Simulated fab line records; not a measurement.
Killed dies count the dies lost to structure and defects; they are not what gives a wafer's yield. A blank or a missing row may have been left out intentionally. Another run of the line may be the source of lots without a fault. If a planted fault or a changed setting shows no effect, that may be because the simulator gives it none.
fab line records    flow n5Finfet
record: lots: 9  wafers: 27  lastDay: 17
route steps=1938 shown SDB@373 HKMG_FIN@389 BEOL_M4@1111 PASSIVATION@1936
lots with no fault: from the same line, run without faults
startH: hours from the record's opening day to when the first of the lot's shown wafers began    waitH: hours elapsed since this lot's preceding step    " as in the row above    L1.1+2: one row covering several wafers at once    - no value present, or no start provided    * or withheld: withheld    < > ~ a bound
route shown NAME@n: names a module that has steps shown in the file, with the first one's number in the route    usual: mean and standard deviation over wafers with no fault    same: alike in all rows    chamber/n: place in a boat    sites: readings site by site    _std_site: the values' standard deviation    _edge_site: inner sites' mean taken away from outer sites' mean    radiusMm: for every site, how far away it sits from the centre of the wafer    mask NAME#n: copy n    behind: tool/chamber where the wafer was last shaped    hold: what put the lot on hold/how long, in hours/how the hold closed    device: whichever transistor did not switch (one of n, p or np)    end of line: tests of these same wafers at the route's end    step lacking rows: just its recipe    killed: dies that structure and defects cost at the first sort, which is not the same as the wafer's yield    map: the dies of a wafer, with x for killed, . for not killed, _ for no die there
set.NAME: the setting as run; set.NAME@STEP: as run at that earlier step    model.NAME: the simulator's own value behind a step, which no gauge read
the route's steps for a sample of lots (tables are steps, rows are wafers)
services: from which hour (startH, from the record's first day; less than 0 if before it) a tool's chamber was out of use, for how many hours, and why
== steps ==
step: N5_SDB_ALD_29
recipe: material: SiNx  targetThkA: 300  tempC: 400  aldPrecursorFamily: SiH2I2  aldCoReactant: N2/H2-plasma  pulseTimeS: 1  aldCycles: 600  purgeTimeS: 2  coReactantPurgeTimeS: 2  pressureTorr: 2
usual: heaterPowerOuterW: 553/53  heaterPowerW: 873/59  precursorPulseHeightRel: 1.000/0.02
lot.wafer  tool       chamber  startH  waitH  heaterPowerOuterW  heaterPowerW  precursorPulseHeightRel  sinceWetCleanH
L667.1     aldSin-03  2        72.24   0.0    565                879           1.005                    353
L667.3     "          0        "       "      544                887           0.988                    353
L667.5     "          3        73.60   1.4    580                910           0.978                    -
L668.1     aldSin-03  3        80.14   0.0    584                901           0.991                    360
L668.4     "          1        "       "      573                890           0.998                    360
L668.5     "          0        81.49   1.4    547                889           1.006                    -
L670.1     aldSin-01  0        90.06   0.0    432                819           0.985                    181
L670.5     "          0        91.41   1.4    438                791           0.984                    -
L670.6     "          1        "       "      504                796           0.981                    -
L673.1     aldSin-01  1        108.37  0.0    517                799           1.006                    199
L673.3     "          3        "       "      583                940           1.003                    199
L673.5     "          1        109.73  1.4    506                806           0.999                    -
L675.2     aldSin-02  1        122.88  0.0    533                890           0.996                    116
L675.3     "          0        "       "      537                838           0.988                    116
L675.6     "          2        124.23  1.4    481                757           0.994                    -
L676.1     aldSin-03  0        132.11  0.0    560                919           0.983                    32
L676.5     "          1        133.46  1.4    615                976           0.979                    -
L676.6     "          2        "       "      576                884           1.037                    -
L678.1     aldSin-03  1        142.32  0.0    624                953           0.982                    42
L678.3     "          0        "       "      575                929           0.999                    42
L678.4     "          2        "       "      561                851           0.998                    42
L687.1     aldSin-03  3        194.63  0.0    602                915           1.012                    94
L687.2     "          0        "       "      567                911           1.004                    94
L687.4     "          2        "       "      571                872           1.005                    94
L688.4     aldSin-01  2        199.20  0.0    512                840           0.999                    290
L688.5     "          0        200.56  1.4    437                793           1.008                    -
L688.6     "          1        "       "      521                808           1.022                    -
step: N5_HKMG_FIN_ALD_75
recipe: material: Al2O3  targetThkA: 10  tempC: 150  aldPrecursorFamily: TMA  aldCoReactant: H2O  pulseTimeS: withheld  coReactantPulseTimeS: 1
usual: heaterPowerOuterW: 77/9.4  heaterPowerW: 150/20  precursorPulseHeightRel: 0.999/0.022
lot.wafer  tool      chamber  startH  waitH  heaterPowerOuterW  heaterPowerW  precursorPulseHeightRel
L667.1     aldHk-01  0        76.36   0.0    82                 164           1.038
L667.3     "         2        "       "      93                 195           0.971
L667.5     "         3        "       "      79                 147           1.018
L668.1     aldHk-01  0        84.28   0.0    83                 170           1.005
L668.4     "         3        "       "      78                 148           1.000
L668.5     "         2        "       "      93                 197           1.022
L670.1     aldHk-01  3        94.18   0.0    80                 147           1.034
L670.5     "         3        "       "      76                 145           0.997
L670.6     "         2        "       "      95                 193           1.015
L673.1     aldHk-03  1        112.50  0.0    65                 124           1.021
L673.3     "         2        "       "      85                 156           0.982
L673.5     "         2        "       "      83                 151           1.021
L675.2     aldHk-03  0        127.34  0.1    73                 134           0.967
L675.3     "         2        "       "      84                 155           0.977
L675.6     "         0        "       "      70                 136           0.973
L676.1     aldHk-03  0        136.44  0.1    73                 135           0.991
L676.5     "         2        "       "      83                 157           1.001
L676.6     "         1        "       "      64                 128           1.008
L678.1     aldHk-01  1        146.52  0.1    75                 144           0.989
L678.3     "         2        "       "      94                 191           0.989
L678.4     "         0        "       "      82                 165           0.971
L687.1     aldHk-01  2        198.95  0.0    93                 197           1.005
L687.2     "         0        "       "      82                 172           1.018
L687.4     "         1        "       "      75                 144           0.994
L688.4     aldHk-03  2        203.53  0.0    86                 157           0.992
L688.5     "         1        "       "      65                 127           0.986
L688.6     "         2        "       "      85                 157           1.027
step: N5_HKMG_FIN_EXPOSE_46
recipe: maskId: NDIPOLE  na: 1.35  sourceShape: conventional  sigmaOuter: 0.8  polarization: unpolarized  doseMj: 40
lot.wafer   tool            chamber  startH  waitH  mask
L667.1+3+5  arfiScanner-03  0        76.58   -      NDIPOLE#0
L668.1+4+5  arfiScanner-03  0        84.50   -      NDIPOLE#0
L670.1+5+6  arfiScanner-01  0        94.53   -      NDIPOLE#0
L673.1+3+5  arfiScanner-03  0        112.84  -      NDIPOLE#0
L675.2+3+6  arfiScanner-02  0        127.76  -      NDIPOLE#0
L676.1+5+6  arfiScanner-01  0        136.86  -      NDIPOLE#0
L678.1+3+4  arfiScanner-01  0        146.81  -      NDIPOLE#0
L687.1+2+4  arfiScanner-03  0        199.31  -      NDIPOLE#0
L688.4+5+6  arfiScanner-03  0        203.77  -      NDIPOLE#0
step: N5_HKMG_FIN_CD_MEAS_49
recipe: targetCdNm: 202  landingEnergyEv: 500  detector: seInlens  polarity: opening
usual: cdNm: 202.1/0.66
lot.wafer  tool      chamber  startH  waitH  cdNm
L667.1     cdSem-03  0        76.70   -      203.1
L667.3     "         0        "       "      201.7
L667.5     "         0        "       "      202.7
L668.1     cdSem-02  0        84.62   -      202.0
L668.4     "         0        "       "      201.7
L668.5     "         0        "       "      202.6
L670.1     cdSem-03  0        94.65   -      201.8
L670.5     "         0        "       "      202.0
L670.6     "         0        "       "      202.5
L673.1     cdSem-01  0        112.97  -      204.0
L673.3     "         0        "       "      202.6
L673.5     "         0        "       "      202.9
L675.2     cdSem-02  0        127.88  -      203.5
L675.3     "         0        "       "      202.0
L675.6     "         0        "       "      203.4
L676.1     cdSem-02  0        136.98  -      201.8
L676.5     "         0        "       "      201.2
L676.6     "         0        "       "      201.5
L678.1     cdSem-02  0        146.94  -      244.6
L678.3     "         0        "       "      202.5
L678.4     "         0        "       "      201.8
L687.1     cdSem-01  0        199.43  -      203.1
L687.2     "         0        "       "      202.0
L687.4     "         0        "       "      202.3
L688.4     cdSem-03  0        203.88  -      202.8
L688.5     "         0        "       "      202.7
L688.6     "         0        "       "      203.5
step: N5_HKMG_FIN_ETCH_55
recipe: chemistry: N2/H2  target: SOC  targetDepthA: 2400  tempC: 40  timeS: 300  ionEnergyEv: 200  maskMaterial: SiARC  pressureMtorr: 30  sourceW: 840  biasW: 150  n2FlowSccm: 200  h2FlowSccm: 200
usual: chamberPressureMTorr: 30.002/0.028  drypumpMotorCurrentA: 5.7/0.54  h2FlowSccm: 200.0/0.61  oesProductAu: 0.78/0.079  rfVppV: 524.9/2.2  showerheadPlenumPTorr: 2.57/0.076  throttleValvePct: 17.87/0.22
lot.wafer  tool        chamber  startH  waitH  chamberPressureMTorr  drypumpMotorCurrentA  h2FlowSccm  oesProductAu  rfHoursCounterH  rfVppV  showerheadPlenumPTorr  throttleValvePct
L667.1     rieDiel-06  0        77.04   0.0    29.984                4.9                   199.9       0.93          13               522.7   2.50                   17.71
L667.3     "           1        "       "      30.023                5.2                   199.9       0.77          120              524.5   2.55                   17.53
L667.5     "           1        "       "      29.977                5.2                   199.2       0.77          -                524.1   2.55                   17.54
L668.1     rieDiel-01  3        84.80   0.0    29.979                5.3                   198.9       0.76          175              526.5   2.62                   18.15
L668.4     "           2        "       "      29.971                6.1                   199.5       0.76          154              525.7   2.66                   18.02
L668.5     "           2        "       "      29.990                6.1                   200.6       0.76          -                526.8   2.66                   18.06
L670.1     rieDiel-05  0        94.83   0.0    30.003                6.6                   200.6       0.70          212              522.6   2.51                   17.85
L670.5     "           1        "       "      30.075                5.8                   199.9       0.84          -                527.6   2.69                   17.93
L670.6     "           2        "       "      30.005                5.1                   200.1       0.72          -                527.0   2.64                   18.08
L673.1     rieDiel-01  0        113.15  0.0    30.000                5.2                   201.3       0.86          36               521.2   2.47                   17.62
L673.3     "           3        "       "      30.009                5.2                   199.9       0.74          183              526.6   2.62                   18.15
L673.5     "           3        "       "      29.966                5.2                   199.1       0.74          -                526.5   2.62                   18.17
L675.2     rieDiel-06  1        128.06  0.0    30.000                5.1                   200.2       0.77          136              522.5   2.54                   17.56
L675.3     "           3        "       "      30.011                5.8                   200.9       0.75          146              524.5   2.55                   18.00
L675.6     "           3        "       "      29.974                5.8                   199.5       0.76          -                524.1   2.55                   18.00
L676.1     rieDiel-06  2        137.16  0.0    29.979                6.6                   199.4       0.70          216              526.0   2.61                   17.87
L676.5     "           3        "       "      29.998                5.8                   201.3       0.74          -                524.0   2.55                   18.01
L676.6     "           0        "       "      30.021                4.9                   200.6       0.88          -                522.2   2.49                   17.75
L678.1     rieDiel-06  3        147.15  0.0    29.982                5.8                   200.1       0.74          151              523.7   2.54                   18.03
L678.3     "           1        "       "      30.055                5.2                   199.5       0.76          140              524.7   2.54                   17.57
L678.4     "           2        "       "      30.020                6.6                   199.9       0.71          218              526.1   2.61                   17.86
L687.1     rieDiel-01  0        199.61  0.0    29.950                5.1                   200.0       0.82          69               521.4   2.45                   17.67
L687.2     "           2        "       "      29.956                6.1                   200.0       0.72          196              526.3   2.64                   18.08
L687.4     "           3        "       "      30.001                5.3                   199.6       0.72          212              526.4   2.61                   18.21
L688.4     rieDiel-05  3        204.05  0.0    30.000                5.7                   200.8       0.82          57               527.0   2.68                   17.50
L688.5     "           0        "       "      29.982                6.6                   199.7       0.68          -                522.8   2.50                   17.91
L688.6     "           3        "       "      29.999                5.7                   199.9       0.83          -                527.8   2.68                   17.51
step: N5_BEOL_M4_RC_MEAS_101
usual: DIBL_N: 35.8/1.6  DIBL_P: 36.0/2.1  IOFF_N: 0.153/0.026  IOFF_P: 0.21/0.037  ION_N: 673/11  ION_P: 462/7.6  SS_N: 71.4/0.53  SS_P: 73.2/0.67  VT_N: 250/3.2  VT_P: -250/3.7
lot.wafer  tool       chamber  startH  waitH  DIBL_N[mV/V]  DIBL_P[mV/V]  IOFF_N[nA/um]  IOFF_P[nA/um]  ION_N[uA/um]  ION_P[uA/um]  SS_N[mV/dec]  SS_P[mV/dec]  VT_N[mV]  VT_P[mV]
L667.1     prober-02  0        177.41  0.0    35.3          36.1          0.139          0.18           670           453           71.1          73.2          252       -255
L667.3     "          0        "       "      37.4          37.9          0.165          0.20           675           460           71.7          73.4          250       -250
L667.5     "          0        "       "      35.5          35.7          0.137          0.18           673           456           71.6          72.4          253       -252
L668.1     prober-01  0        191.95  0.0    36.7          38.9          0.176          0.28           693           472           71.4          74.1          250       -243
L668.4     "          0        "       "      37.7          40.2          0.201          0.32           682           477           72.1          74.1          246       -240
L668.5     "          0        "       "      35.7          37.7          0.146          0.26           673           470           71.0          73.2          252       -244
L670.1     prober-01  0        198.14  0.0    37.5          36.1          0.193          0.24           691           468           71.4          73.7          245       -246
L670.5     "          0        "       "      37.4          36.3          0.183          0.25           685           471           70.9          73.9          246       -243
L670.6     "          0        "       "      36.8          35.5          0.180          0.24           697           476           70.6          72.9          245       -243
L673.1     prober-01  0        207.77  0.0    33.7          33.4          0.121          0.17           658           458           70.6          72.8          253       -255
L673.3     "          0        "       "      33.4          32.9          0.111          0.15           653           450           70.4          72.2          254       -253
L673.5     "          0        "       "      31.5          30.3          0.091          0.13           647           445           70.2          72.0          256       -257
L675.2     prober-01  0        224.95  0.2    35.2          35.2          0.136          0.18           671           462           71.4          73.4          250       -252
L675.3     "          0        "       "      35.3          35.7          0.153          0.20           688           468           70.8          72.8          249       -249
L675.6     "          0        "       "      36.4          37.6          0.168          0.22           688           469           71.9          72.6          246       -248
L676.1     prober-01  0        240.45  0.0    36.1          38.3          0.179          0.27           676           469           71.6          74.0          250       -243
L676.5     "          0        "       "      35.8          37.3          0.177          0.27           675           474           71.6          74.0          247       -244
L676.6     "          0        "       "      35.7          36.3          0.165          0.23           670           467           71.9          72.8          248       -248
L678.3     prober-02  0        241.00  0.3    33.7          32.9          0.112          0.17           659           457           70.6          72.4          255       -251
L678.4     "          0        "       "      36.6          37.2          0.168          0.23           684           465           71.2          73.2          249       -248
L687.1     prober-02  0        302.40  0.0    37.5          38.2          0.156          0.21           668           458           71.6          73.6          251       -251
L687.2     "          0        "       "      38.3          39.0          0.157          0.24           672           469           71.8          74.3          252       -250
L687.4     "          0        "       "      38.3          38.8          0.167          0.22           674           458           71.5          73.8          248       -249
L688.4     prober-01  0        302.60  0.5    33.2          32.0          0.110          0.15           664           457           70.9          71.6          256       -254
L688.5     "          0        "       "      34.2          32.8          0.118          0.15           667           458           71.0          72.4          253       -256
L688.6     "          0        "       "      37.3          37.4          0.188          0.24           685           467           71.0          73.3          246       -250
step: N5_PASSIVATION_PROBE_49
usual: defectLimitedYield: 91.3/1.5  killed_at_M0_to_M3: 33/12  killed_at_M4_up: 13/5.2  killedAtContacts: 13/6.7  killedAtFrontEnd: 40/11  killedAtOther: 4.1/2.7  killedDies: 103/17  killedOnRim: 14/4.2  killedOpen: 69/13  killedShort: 33/8.4  sort_bin_5_function: 5.1/1  sort_bin_6_memory: 3.2/0.62  sortNPass: 1077/17  sortYieldPct: 91.3/1.5
same: grossDies: 1180  killedAtBackSide: 0  sort_bin_4_leakage[%]: 0  sort_bin_8_speed[%]: 0
lot.wafer  tool       chamber  startH  waitH  defectLimitedYield[%]  killed_at_M0_to_M3  killed_at_M4_up  killedAtContacts  killedAtFrontEnd  killedAtOther  killedDies  killedOnRim  killedOpen  killedShort  sort_bin_5_function[%]  sort_bin_6_memory[%]  sortNPass  sortYieldPct[%]
L673.1     prober-01  -        316.66  0.0    91.8                   35                  12               12                38                0              97          13           66          31           5.0                     3.1                   1083       91.8
L673.3     prober-01  -        316.76  0.1    88.9                   38                  17               19                54                3              131         14           87          44           6.2                     4.4                   1049       88.9
L673.5     prober-01  -        316.86  0.2    90.0                   32                  19               31                36                0              118         15           80          37           6.3                     3.5                   1062       90.0
L675.2     prober-01  -        325.53  0.1    92.1                   18                  11               14                42                8              93          10           55          38           4.8                     2.7                   1087       92.1
L675.3     prober-01  -        325.58  0.1    92.6                   25                  12               8                 34                8              87          13           52          33           3.8                     3.5                   1093       92.6
L675.6     prober-01  -        325.73  0.3    93.4                   21                  7                18                28                4              78          14           37          40           3.4                     3.0                   1102       93.4
L678.1     prober-01  -        344.00  0.0    13.1                   17                  14               24                968               2              1025        152          67          30           5.2                     2.8                   155        13.1
L678.3     prober-01  -        344.10  0.1    90.8                   16                  13               15                62                3              109         14           84          25           5.3                     3.6                   1071       90.8
L678.4     prober-01  -        344.15  0.2    91.0                   29                  18               9                 42                8              106         16           70          35           5.9                     2.9                   1074       91.0
L676.1     prober-01  -        364.47  0.0    89.5                   37                  16               11                54                6              124         16           83          40           5.9                     4.3                   1056       89.5
L676.5     prober-01  -        364.67  0.2    89.3                   41                  14               25                43                3              126         20           92          32           7.0                     3.5                   1054       89.3
L676.6     prober-01  -        364.72  0.3    90.6                   22                  19               11                59                0              111         15           83          28           5.3                     3.8                   1069       90.6
L688.4     prober-02  -        402.94  0.2    92.5                   35                  18               6                 26                4              89          13           66          23           4.0                     3.4                   1091       92.5
L688.5     prober-02  -        402.99  0.2    91.2                   43                  5                23                30                3              104         16           77          27           5.2                     3.1                   1076       91.2
L688.6     prober-02  -        403.04  0.3    93.3                   22                  10               14                28                5              79          9            57          21           4.2                     2.3                   1101       93.3
killed by level:class
L673.1 STI_FIN_REVEAL:geometricParticle:open=12 BEOL_M0_SAQP:geometricParticle:short=11 FIN_SAQP:geometricParticle:open=7 DUMMY_GATE:geometricParticle:open=6 MOL_CONTACT_COAG:geometricParticle:open=6 MOL_CONTACT_COAG:geometricParticle:short=6 ILD0:geometricParticle:open=5 BEOL_M2:geometricParticle:open=5
L673.3 MOL_CONTACT_COAG:geometricParticle:open=14 DUMMY_GATE:geometricParticle:open=12 BEOL_M0_SAQP:geometricParticle:open=12 FIN_SAQP:geometricParticle:short=9 STI_FIN_REVEAL:geometricParticle:open=9 BEOL_M0_SAQP:geometricParticle:short=8 BEOL_M4:geometricParticle:open=7 BEOL_M1:geometricParticle:open=6
L673.5 MOL_CONTACT_COAG:geometricParticle:open=27 FIN_SAQP:geometricParticle:open=10 BEOL_M1:geometricParticle:open=9 FIN_SAQP:geometricParticle:short=8 BEOL_M4:geometricParticle:short=8 BEOL_M4:geometricParticle:open=7 BEOL_M2:geometricParticle:open=6 STI_FIN_REVEAL:geometricParticle:open=4
L675.2 FIN_SAQP:geometricParticle:open=14 MOL_CONTACT_COAG:geometricParticle:open=9 BEOL_M0_SAQP:geometricParticle:open=8 BEOL_M0_SAQP:geometricParticle:short=6 MOL_CONTACT_COAG:geometricParticle:short=5 FIN_SAQP:geometricParticle:short=4 STI_FIN_REVEAL:geometricParticle:open=4 GATE_CUT:geometricParticle:short=4
L675.3 STI_FIN_REVEAL:geometricParticle:open=9 MOL_CONTACT_COAG:geometricParticle:short=6 BEOL_M0_SAQP:geometricParticle:short=6 DUMMY_GATE:geometricParticle:open=5 BEOL_M0_SAQP:geometricParticle:open=5 BEOL_M2:geometricParticle:open=5 GATE_CUT:geometricParticle:open=4 GATE_CUT:geometricParticle:short=4
L675.6 MOL_CONTACT_COAG:geometricParticle:short=12 STI_FIN_REVEAL:geometricParticle:open=7 MOL_CONTACT_COAG:geometricParticle:open=6 STARTING-WAFER:geometricParticle:short=6 BEOL_M0_SAQP:geometricParticle:short=5 BEOL_M2:geometricParticle:open=5 GATE_CUT:geometricParticle:short=4 BEOL_M0_SAQP:geometricParticle:open=4
L678.1 HKMG_FIN:areaExpose=927 MOL_CONTACT_COAG:geometricParticle:open=19 FIN_SAQP:geometricParticle:open=11 BEOL_M4:geometricParticle:open=8 STI_FIN_REVEAL:geometricParticle:open=7 MOL_CONTACT_COAG:geometricParticle:short=5 FIN_SAQP:geometricParticle:short=4 DUMMY_GATE:geometricParticle:short=4
L678.3 FIN_SAQP:geometricParticle:open=20 STI_FIN_REVEAL:geometricParticle:open=12 MOL_CONTACT_COAG:geometricParticle:open=11 FIN_SAQP:geometricParticle:short=8 BEOL_M3:geometricParticle:open=8 DUMMY_GATE:geometricParticle:open=7 BEOL_M4:geometricParticle:open=5 MOL_CONTACT_COAG:geometricParticle:short=4
L678.4 STI_FIN_REVEAL:geometricParticle:open=9 MOL_CONTACT_COAG:geometricParticle:open=7 BEOL_M2:geometricParticle:open=7 STARTING-WAFER:geometricParticle:open=6 BEOL_M0_SAQP:geometricParticle:short=5 BEOL_M1:geometricParticle:open=5 BEOL_M5:geometricParticle:open=5 PASS1_CAP:geometricParticle:short=5
L676.1 STI_FIN_REVEAL:geometricParticle:open=18 FIN_SAQP:geometricParticle:open=12 BEOL_M0_SAQP:geometricParticle:short=8 BEOL_M2:geometricParticle:open=7 MOL_CONTACT_COAG:geometricParticle:open=6 BEOL_M3:geometricParticle:open=6 DUMMY_GATE:geometricParticle:open=5 MOL_CONTACT_COAG:geometricParticle:short=5
L676.5 MOL_CONTACT_COAG:geometricParticle:open=24 STI_FIN_REVEAL:geometricParticle:open=18 BEOL_M0_SAQP:geometricParticle:open=11 FIN_SAQP:geometricParticle:open=7 BEOL_M1:geometricParticle:open=5 BEOL_M0:geometricParticle:open=5 FIN_SAQP:geometricParticle:short=4 STI_FIN_REVEAL:geometricParticle:short=4
L676.6 FIN_SAQP:geometricParticle:open=12 STI_FIN_REVEAL:geometricParticle:open=12 FIN_SAQP:geometricParticle:short=10 MOL_CONTACT_COAG:geometricParticle:open=10 BEOL_M1:geometricParticle:open=10 GATE_CUT:geometricParticle:short=7 BEOL_M2:geometricParticle:open=6 BEOL_M5:geometricParticle:open=5
L688.4 BEOL_M1:geometricParticle:open=17 BEOL_M0_SAQP:geometricParticle:open=6 BEOL_M2:geometricParticle:open=6 BEOL_M5:geometricParticle:open=6 STI_FIN_REVEAL:geometricParticle:open=5 MOL_CONTACT_COAG:geometricParticle:open=5 FIN_SAQP:geometricParticle:short=4 GATE_CUT:geometricParticle:open=4
L688.5 MOL_CONTACT_COAG:geometricParticle:open=20 BEOL_M0_SAQP:geometricParticle:open=12 BEOL_M1:geometricParticle:open=11 FIN_SAQP:geometricParticle:open=6 DUMMY_GATE:geometricParticle:open=5 BEOL_M0_SAQP:geometricParticle:short=5 BEOL_M1:geometricParticle:short=5 BEOL_M2:geometricParticle:open=5
L688.6 MOL_CONTACT_COAG:geometricParticle:open=13 STI_FIN_REVEAL:geometricParticle:open=9 BEOL_M2:geometricParticle:open=7 DUMMY_GATE:geometricParticle:open=6 BEOL_M1:geometricParticle:open=4 BEOL_M3:geometricParticle:open=4 BEOL_M0_SAQP:geometricParticle:short=3 FIN_SAQP:geometricParticle:short=3
== services ==
tool            chamber  startH  hours  kind
arfiScanner-02  -        49.23   1.3    pm
arfiScanner-03  -        51.16   0.8    pm
aldSin-03       -        55.78   0.5    repair
arfiScanner-03  -        60.62   1.3    pm
aldSin-03       3        63.97   3.4    repair
arfiScanner-02  -        64.33   0.8    pm
arfiScanner-02  -        67.19   3.0    pm
rieDiel-06      3        73.64   6.6    repair
rieDiel-05      2        80.74   5.5    repair
aldSin-03       -        87.08   14.0   pm
arfiScanner-02  -        88.64   0.9    repair
arfiScanner-01  -        88.73   0.8    pm
arfiScanner-01  -        92.50   1.0    repair
rieDiel-05      0        110.92  6.6    repair
rieDiel-06      1        116.06  7.0    repair
arfiScanner-01  -        119.30  1.3    pm
arfiScanner-01  -        120.60  0.8    pm
arfiScanner-01  -        123.97  4.9    pm
arfiScanner-01  -        137.92  1.0    pm
arfiScanner-03  -        141.37  1.0    pm
arfiScanner-03  -        181.69  0.3    repair
arfiScanner-03  -        186.12  1.3    pm
arfiScanner-01  -        194.00  3.1    pm
rieDiel-01      1        194.65  3.8    repair
== key ==
firstSign: step: N5_HKMG_FIN_CD_MEAS_49  reading: cdNm  direction: up  sigmas: 64  usual: 202.1  struck: 244.6
effect: step: N5_PASSIVATION_PROBE_49  reading: killedAtFrontEnd  direction: up  sigmas: 83  usual: 40  struck: 968
moreKillsBornAt: N5_HKMG_FIN_EXPOSE_46@arfiScanner-01: 927
metAt N5_HKMG_FIN_EXPOSE_46
struckLots L678
struckWafers L678.1
laterRowsLeftOut L678.1
notActingAt N5_SDB_ALD_29,N5_HKMG_FIN_ALD_75,N5_HKMG_FIN_ETCH_55
onsetBetween 136.86 146.81
fault: kind: processParameterDrift  tool: arfiScanner-01  chamber: -  onsetH: 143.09  steps: N5_HKMG_FIN_EXPOSE_46  channel: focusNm  offset: 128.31  shape: step  endH: 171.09  scope: struckWafersOnly
laterRowsLeftOut: the simulator's readings of these wafers behind a module that went badly wrong aren't trusted and aren't shown, but for the sort
